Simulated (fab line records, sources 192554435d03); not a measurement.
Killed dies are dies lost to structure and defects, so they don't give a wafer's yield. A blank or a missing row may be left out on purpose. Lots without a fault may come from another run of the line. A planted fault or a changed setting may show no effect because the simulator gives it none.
Which tool did it? | flow n5_finfet | 24 lots, 72 wafers sampled, at 4 steps of a route of 1938

WHAT THE GAUGES READ, wafer by wafer
N5_MOL_CONTACT_COAG_CD_MEAS_08: target cd 28 nm.
lot  | measured     | on        | cd_nm (nm)
L074 | day 4 18:41  | cd_sem-02 | 27.89 27.81 28.28
L075 | day 5 01:42  | cd_sem-02 | 28.00 28.26 28.37
L076 | day 5 06:05  | cd_sem-02 | 27.88 27.78 28.11
L077 | day 5 14:07  | cd_sem-03 | 28.04 27.82 28.42
L078 | day 5 19:28  | cd_sem-02 | 27.92 27.53 27.72
L079 | day 6 01:47  | cd_sem-03 | 27.72 27.83 27.67
L080 | day 6 05:35  | cd_sem-02 | 27.92 27.87 27.98
L081 | day 6 15:01  | cd_sem-02 | 27.95 28.04 28.30
L082 | day 6 18:16  | cd_sem-01 | 27.97 28.08 27.83
L083 | day 6 22:40  | cd_sem-01 | 27.90 27.89 27.53
L084 | day 7 06:19  | cd_sem-01 | 28.16 28.29 27.74
L085 | day 7 10:55  | cd_sem-02 | 27.78 27.81 27.81
L086 | day 7 22:28  | cd_sem-01 | 28.24 28.10 27.96
L087 | day 8 00:51  | cd_sem-03 | 28.30 27.91 28.19
L088 | day 8 06:10  | cd_sem-01 | 28.00 28.09 27.61
L089 | day 8 15:27  | cd_sem-03 | 27.81 28.00 27.90
L090 | day 8 17:26  | cd_sem-02 | 28.16 28.09 28.10
L091 | day 9 01:43  | cd_sem-01 | 27.69 27.85 27.84
L092 | day 9 03:11  | cd_sem-02 | 27.70 27.84 27.93
L093 | day 9 09:31  | cd_sem-01 | 28.14 27.79 27.96
L094 | day 9 17:11  | cd_sem-02 | 28.30 27.95 27.95
L095 | day 9 21:25  | cd_sem-03 | 28.32 27.79 27.87
L096 | day 10 05:52 | cd_sem-01 | 27.81 28.13 28.00
L097 | day 10 08:25 | cd_sem-01 | 27.90 27.85 28.08

N5_MOL_CONTACT_COAG_OVL_MEAS_09.
lot  | measured     | on         | CA_OVL (nm)
L074 | day 4 18:43  | overlay-02 | -0.4 0.1 -0.2
L075 | day 5 01:44  | overlay-01 | -0.2 -0.8 -0.5
L076 | day 5 06:07  | overlay-02 | -0.6 -0.1 -1.0
L077 | day 5 14:09  | overlay-02 | 0.6 -0.3 -1.2
L078 | day 5 19:29  | overlay-02 | -0.6 -0.5 -1.1
L079 | day 6 01:49  | overlay-01 | -1.3 -0.2 -1.9
L080 | day 6 05:37  | overlay-02 | -0.4 -0.2 -1.4
L081 | day 6 15:02  | overlay-01 | 0.3 0.4 0.0
L082 | day 6 18:19  | overlay-02 | -0.2 -0.5 -1.5
L083 | day 6 22:42  | overlay-02 | 0.1 -0.2 -0.1
L084 | day 7 06:22  | overlay-01 | -0.3 1.2 -0.2
L085 | day 7 10:56  | overlay-01 | -0.2 -0.8 -0.6
L086 | day 7 22:30  | overlay-01 | -0.4 -0.5 0.3
L087 | day 8 00:53  | overlay-01 | -0.5 -0.8 -1.2
L088 | day 8 06:12  | overlay-02 | -1.4 -0.6 -1.2
L089 | day 8 15:29  | overlay-02 | -0.3 -1.4 -1.8
L090 | day 8 17:29  | overlay-02 | -0.3 0.1 0.1
L091 | day 9 01:44  | overlay-01 | 0.4 -0.5 -0.8
L092 | day 9 03:14  | overlay-02 | -0.1 -0.5 0.7
L093 | day 9 09:33  | overlay-01 | -0.1 -0.7 -0.6
L094 | day 9 17:13  | overlay-01 | 0.1 0.0 -0.7
L095 | day 9 21:27  | overlay-01 | 0.6 0.1 -0.9
L096 | day 10 05:55 | overlay-01 | -1.2 -1.0 -1.8
L097 | day 10 08:26 | overlay-01 | 0.3 -0.8 0.3

N5_MOL_CONTACT_COAG_CD_MEAS_99: target cd 17.2 nm.
lot  | measured     | on        | cd_nm (nm)
L074 | day 4 19:14  | cd_sem-01 | 16.7 17.1 16.9
L075 | day 5 02:15  | cd_sem-01 | 18.0 17.2 17.4
L076 | day 5 06:37  | cd_sem-01 | 17.8 17.3 17.1
L077 | day 5 14:38  | cd_sem-01 | 17.4 17.1 17.4
L078 | day 5 19:59  | cd_sem-03 | 16.8 17.2 16.9
L079 | day 6 02:28  | cd_sem-03 | 17.3 16.6 17.4
L080 | day 6 06:27  | cd_sem-01 | 17.4 17.3 17.5
L081 | day 6 15:40  | cd_sem-03 | 17.6 17.1 17.3
L082 | day 6 18:49  | cd_sem-01 | 17.0 16.9 17.3
L083 | day 6 23:17  | cd_sem-01 | 16.7 17.1 16.8
L084 | day 7 06:50  | cd_sem-01 | 16.8 17.0 16.2
L085 | day 7 11:26  | cd_sem-02 | 16.9 16.8 16.8
L086 | day 7 23:11  | cd_sem-01 | 17.1 17.6 17.7
L087 | day 8 01:38  | cd_sem-03 | 17.4 17.8 17.9
L088 | day 8 06:47  | cd_sem-03 | 17.5 16.5 17.6
L089 | day 8 15:59  | cd_sem-01 | 17.1 17.9 16.8
L090 | day 8 18:09  | cd_sem-01 | 17.3 16.9 17.6
L091 | day 9 02:23  | cd_sem-01 | 16.3 17.1 16.9
L092 | day 9 03:49  | cd_sem-01 | 16.9 16.5 16.8
L093 | day 9 10:02  | cd_sem-02 | 17.0 17.8 17.0
L094 | day 9 17:43  | cd_sem-02 | 18.2 17.5 17.8
L095 | day 9 21:56  | cd_sem-01 | 17.4 16.5 16.7
L096 | day 10 06:24 | cd_sem-01 | 16.6 16.8 17.2
L097 | day 10 08:56 | cd_sem-02 | 17.1 17.1 17.6

WHICH TOOL RAN EACH LOT (tool, then ch and the chambers of the sampled wafers, then the start)
lot  | N5_MOL_CONTACT_COAG_ETCH_15
L074 | rie_diel-01 ch 1,2,3, day 4 19:03
L075 | rie_diel-01 ch 0,1,2, day 5 02:04
L076 | rie_diel-03 ch 0,1,3, day 5 06:25
L077 | rie_diel-01 ch 0,1,2, day 5 14:27
L078 | rie_diel-06 ch 1,3, day 5 19:48
L079 | rie_diel-06 ch 1,2,3, day 6 02:17
L080 | rie_diel-06 ch 0,2,3, day 6 06:16
L081 | rie_diel-03 ch 1,2, day 6 15:29
L082 | rie_diel-06 ch 2,3, day 6 18:38
L083 | rie_diel-06 ch 0,3, day 6 23:06
L084 | rie_diel-01 ch 1,2, day 7 06:40
L085 | rie_diel-06 ch 0,2,3, day 7 11:15
L086 | rie_diel-06 ch 1,2, day 7 23:01
L087 | rie_diel-06 ch 0,1,3, day 8 01:27
L088 | rie_diel-03 ch 0,1,2, day 8 06:36
L089 | rie_diel-06 ch 0,1,3, day 8 15:48
L090 | rie_diel-06 ch 0,1, day 8 17:58
L091 | rie_diel-01 ch 0,1,3, day 9 02:13
L092 | rie_diel-01 ch 0,1,3, day 9 03:38
L093 | rie_diel-06 ch 1,3, day 9 09:51
L094 | rie_diel-06 ch 1,2,3, day 9 17:32
L095 | rie_diel-01 ch 1,3, day 9 21:46
L096 | rie_diel-01 ch 1,3, day 10 06:13
L097 | rie_diel-06 ch 0,3, day 10 08:46
- N5_MOL_CONTACT_COAG_ETCH_15: etches SiNx in CH3F/O2, stops on Si:P, target depth 7 nm.

WHAT THE TOOLS THEMSELVES READ (means of the sampled wafers that have a number; where no wafer has one, the mark that the record gives instead)
N5_MOL_CONTACT_COAG_ETCH_15.
lot  | tool        | CH3F_flow_sccm (sccm) | O2_flow_sccm (sccm) | drypump_motor_current_A (A) | mfc_ar_sccm (sccm) | oes_product_au (a.u.) | rf_fwd_power_W (W) | rf_vpp_V (V) | showerhead_plenum_p_Torr (Torr) | throttle_valve_pct (%)
L074 | rie_diel-01 | 30.03                 | 20.04               | 5.7                         | 150.2              | 0.57                  | 392.0              | 294          | 2.00                            | 16.31
L075 | rie_diel-01 | 30.01                 | 19.93               | 6.1                         | 149.8              | 0.57                  | 391.7              | 293          | 2.03                            | 16.37
L076 | rie_diel-03 | 30.02                 | 19.98               | 5.9                         | 150.1              | 0.57                  | 391.5              | 295          | 2.00                            | 16.45
L077 | rie_diel-01 | 29.87                 | 19.98               | 6.1                         | 150.4              | 0.56                  | 392.1              | 294          | 2.03                            | 16.37
L078 | rie_diel-06 | 30.05                 | 19.95               | 5.8                         | 150.3              | 0.61                  | 392.3              | 295          | 2.04                            | 16.45
L079 | rie_diel-06 | 30.05                 | 19.96               | 5.8                         | 149.7              | 0.58                  | 391.4              | 297          | 2.07                            | 16.44
L080 | rie_diel-06 | 29.98                 | 19.96               | 5.4                         | 149.6              | 0.55                  | 391.3              | 298          | 2.05                            | 16.54
L081 | rie_diel-03 | 30.02                 | 20.03               | 5.5                         | 149.4              | 0.68                  | 393.0              | 294          | 2.02                            | 16.26
L082 | rie_diel-06 | 30.01                 | 19.94               | 5.6                         | 150.3              | 0.52                  | 391.2              | 297          | 2.03                            | 16.63
L083 | rie_diel-06 | 30.00                 | 20.02               | 5.5                         | 150.5              | 0.57                  | 389.5              | 296          | 2.02                            | 16.56
L084 | rie_diel-01 | 29.96                 | 20.00               | 6.1                         | 149.9              | 0.60                  | 390.7              | 296          | 2.01                            | 16.18
L085 | rie_diel-06 | 30.03                 | 19.99               | 5.5                         | 149.6              | 0.55                  | 391.3              | 298          | 2.05                            | 16.56
L086 | rie_diel-06 | 30.04                 | 19.99               | 5.8                         | 150.1              | 0.60                  | 392.1              | 299          | 2.11                            | 16.29
L087 | rie_diel-06 | 30.02                 | 20.01               | 5.6                         | 150.4              | 0.60                  | 392.0              | 298          | 2.07                            | 16.39
L088 | rie_diel-03 | 30.01                 | 19.94               | 5.7                         | 150.0              | 0.65                  | 392.4              | 296          | 2.02                            | 16.32
L089 | rie_diel-06 | 29.98                 | 19.95               | 5.6                         | 150.0              | 0.59                  | 391.6              | 299          | 2.07                            | 16.41
L090 | rie_diel-06 | 30.04                 | 20.04               | 5.7                         | 150.2              | 0.62                  | 392.7              | 301          | 2.13                            | 16.23
L091 | rie_diel-01 | 29.93                 | 19.94               | 6.2                         | 149.7              | 0.61                  | 392.2              | 296          | 2.02                            | 16.21
L092 | rie_diel-01 | 30.02                 | 20.03               | 6.2                         | 150.0              | 0.61                  | 393.3              | 295          | 2.02                            | 16.22
L093 | rie_diel-06 | 30.06                 | 19.99               | 5.8                         | 150.2              | 0.57                  | 390.9              | 294          | 2.03                            | 16.50
L094 | rie_diel-06 | 29.96                 | 20.01               | 5.7                         | 150.2              | 0.63                  | 392.8              | 296          | 2.05                            | 16.31
L095 | rie_diel-01 | 29.99                 | 20.02               | 5.8                         | 150.1              | 0.54                  | 393.1              | 297          | 1.99                            | 16.38
L096 | rie_diel-01 | 30.09                 | 19.98               | 6.1                         | 150.0              | 0.58                  | 391.9              | 297          | 2.00                            | 16.20
L097 | rie_diel-06 | 30.04                 | 20.01               | 5.5                         | 149.8              | 0.55                  | 391.2              | 296          | 2.01                            | 16.61

THE ANSWER, worked out from the rows above alone
Rule: what is usual is taken from the lots themselves. Put in order of their means at a reading, lots are off if they are a third of the lots or fewer, leave a main group of 4 or more, and stand apart from it by a gap of 3 or more times the standard deviation of the main group's means; of several such gaps the widest counts. A main group whose means are all the same, to the digits that the tables above print for the reading, isn't used. A lot without any number at a reading at which 4 lots or more have one is off too. The other lots that the step has rows for count as sound. The gauges are gone through in route order, then the tools' own readings, and for those a lot's mean is taken as printed above. The first step at which some lot is off is used, and at that step the reading that is off furthest; a lot without a number counts as furthest.
No lot is off at any reading shown: from this, nothing can be told.

WHAT THE SIMULATOR HAD PUT IN
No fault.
